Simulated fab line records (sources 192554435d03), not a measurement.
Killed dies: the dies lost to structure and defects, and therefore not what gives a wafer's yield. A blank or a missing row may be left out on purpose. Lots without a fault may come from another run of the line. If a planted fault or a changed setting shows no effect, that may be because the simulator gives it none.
Chamber matching / flow n5Finfet / N5_BEOL_M6_ILD_DEP_00 on pecvd-01: 3 sister chambers
The step deposits SiCOH lowk from DEMS/porogen, target thk 179.75 nm, time 33.4 s. 20 wafers are shown with their chamber, then 10 later ones without.

## WAFERS PAIRED WITH THEIR CHAMBERS
wafer=L079.2; chamber=0; throttleValvePct (%)=13.5; heaterPowerW (W)=293; showerheadPlenumPTorr (Torr)=5.746
wafer=L079.3; chamber=2; throttleValvePct (%)=13.5; heaterPowerW (W)=395; showerheadPlenumPTorr (Torr)=5.730
wafer=L079.4; chamber=0; throttleValvePct (%)=13.2; heaterPowerW (W)=296; showerheadPlenumPTorr (Torr)=5.723
wafer=L080.1; chamber=0; throttleValvePct (%)=13.5; heaterPowerW (W)=245; showerheadPlenumPTorr (Torr)=5.735
wafer=L080.3; chamber=2; throttleValvePct (%)=13.4; heaterPowerW (W)=481; showerheadPlenumPTorr (Torr)=5.735
wafer=L080.5; chamber=2; throttleValvePct (%)=13.6; heaterPowerW (W)=375; showerheadPlenumPTorr (Torr)=5.735
wafer=L081.1; chamber=0; throttleValvePct (%)=13.5; heaterPowerW (W)=286; showerheadPlenumPTorr (Torr)=5.731
wafer=L081.4; chamber=0; throttleValvePct (%)=13.3; heaterPowerW (W)=297; showerheadPlenumPTorr (Torr)=5.726
wafer=L081.6; chamber=1; throttleValvePct (%)=14.0; heaterPowerW (W)=321; showerheadPlenumPTorr (Torr)=5.747
wafer=L083.2; chamber=1; throttleValvePct (%)=14.1; heaterPowerW (W)=339; showerheadPlenumPTorr (Torr)=5.766
wafer=L083.5; chamber=0; throttleValvePct (%)=13.4; heaterPowerW (W)=314; showerheadPlenumPTorr (Torr)=5.728
wafer=L083.6; chamber=2; throttleValvePct (%)=13.6; heaterPowerW (W)=458; showerheadPlenumPTorr (Torr)=5.738
wafer=L082.1; chamber=0; throttleValvePct (%)=13.3; heaterPowerW (W)=289; showerheadPlenumPTorr (Torr)=5.735
wafer=L082.4; chamber=0; throttleValvePct (%)=13.6; heaterPowerW (W)=289; showerheadPlenumPTorr (Torr)=5.740
wafer=L082.5; chamber=2; throttleValvePct (%)=13.5; heaterPowerW (W)=433; showerheadPlenumPTorr (Torr)=5.744
wafer=L086.1; chamber=2; throttleValvePct (%)=13.5; heaterPowerW (W)=428; showerheadPlenumPTorr (Torr)=5.733
wafer=L086.4; chamber=1; throttleValvePct (%)=14.0; heaterPowerW (W)=308; showerheadPlenumPTorr (Torr)=5.740
wafer=L086.5; chamber=0; throttleValvePct (%)=13.6; heaterPowerW (W)=308; showerheadPlenumPTorr (Torr)=5.740
wafer=L087.3; chamber=1; throttleValvePct (%)=14.0; heaterPowerW (W)=272; showerheadPlenumPTorr (Torr)=5.746
wafer=L087.4; chamber=2; throttleValvePct (%)=13.5; heaterPowerW (W)=411; showerheadPlenumPTorr (Torr)=5.737

SIGNATURES (means of the wafers above)
reading=throttleValvePct; chamber 0=13.433; chamber 1=14.025; chamber 2=13.514; scatter within a chamber=0.107
reading=heaterPowerW; chamber 0=290.78; chamber 1=310.00; chamber 2=425.86; scatter within a chamber=28
reading=showerheadPlenumPTorr; chamber 0=5.73378; chamber 1=5.74975; chamber 2=5.73600; scatter within a chamber=0.00745
Rule: for a wafer and a chamber, the distance is found by dividing, reading by reading, the gap between the wafer's reading and the chamber's mean by the reading's scatter, squaring, summing and taking the root. The wafer belongs to the nearest chamber; if the next one is less than 2 further off, it can't be placed. The scatter is the square root of a quotient: the sum, over the shown wafers, of each reading's squared deviation from its chamber's mean, divided by wafers minus chambers.

## WAFERS MISSING THEIR CHAMBER
wafer=L087.6; throttleValvePct (%)=13.6; heaterPowerW (W)=292; showerheadPlenumPTorr (Torr)=5.739
wafer=L092.1; throttleValvePct (%)=14.2; heaterPowerW (W)=280; showerheadPlenumPTorr (Torr)=5.747
wafer=L092.2; throttleValvePct (%)=13.5; heaterPowerW (W)=245; showerheadPlenumPTorr (Torr)=5.743
wafer=L092.3; throttleValvePct (%)=13.6; heaterPowerW (W)=466; showerheadPlenumPTorr (Torr)=5.739
wafer=L096.1; throttleValvePct (%)=13.6; heaterPowerW (W)=428; showerheadPlenumPTorr (Torr)=5.734
wafer=L096.2; throttleValvePct (%)=14.0; heaterPowerW (W)=306; showerheadPlenumPTorr (Torr)=5.762
wafer=L096.5; throttleValvePct (%)=14.1; heaterPowerW (W)=319; showerheadPlenumPTorr (Torr)=5.740
wafer=L097.1; throttleValvePct (%)=14.3; heaterPowerW (W)=302; showerheadPlenumPTorr (Torr)=5.759
wafer=L097.4; throttleValvePct (%)=13.5; heaterPowerW (W)=428; showerheadPlenumPTorr (Torr)=5.753
wafer=L097.6; throttleValvePct (%)=14.1; heaterPowerW (W)=305; showerheadPlenumPTorr (Torr)=5.753

## THE CHAMBER EACH PASSED THROUGH
wafer=L087.6; from the rows above=0; in truth=0
wafer=L092.1; from the rows above=1; in truth=1
wafer=L092.2; from the rows above=0; in truth=0
wafer=L092.3; from the rows above=2; in truth=2
wafer=L096.1; from the rows above=2; in truth=2
wafer=L096.2; from the rows above=1; in truth=1
wafer=L096.5; from the rows above=1; in truth=1
wafer=L097.1; from the rows above=1; in truth=1
wafer=L097.4; from the rows above=2; in truth=2
wafer=L097.6; from the rows above=1; in truth=1
10 of 10 placed correctly. From these rows, 0 cannot be placed. 0 placed wrongly.
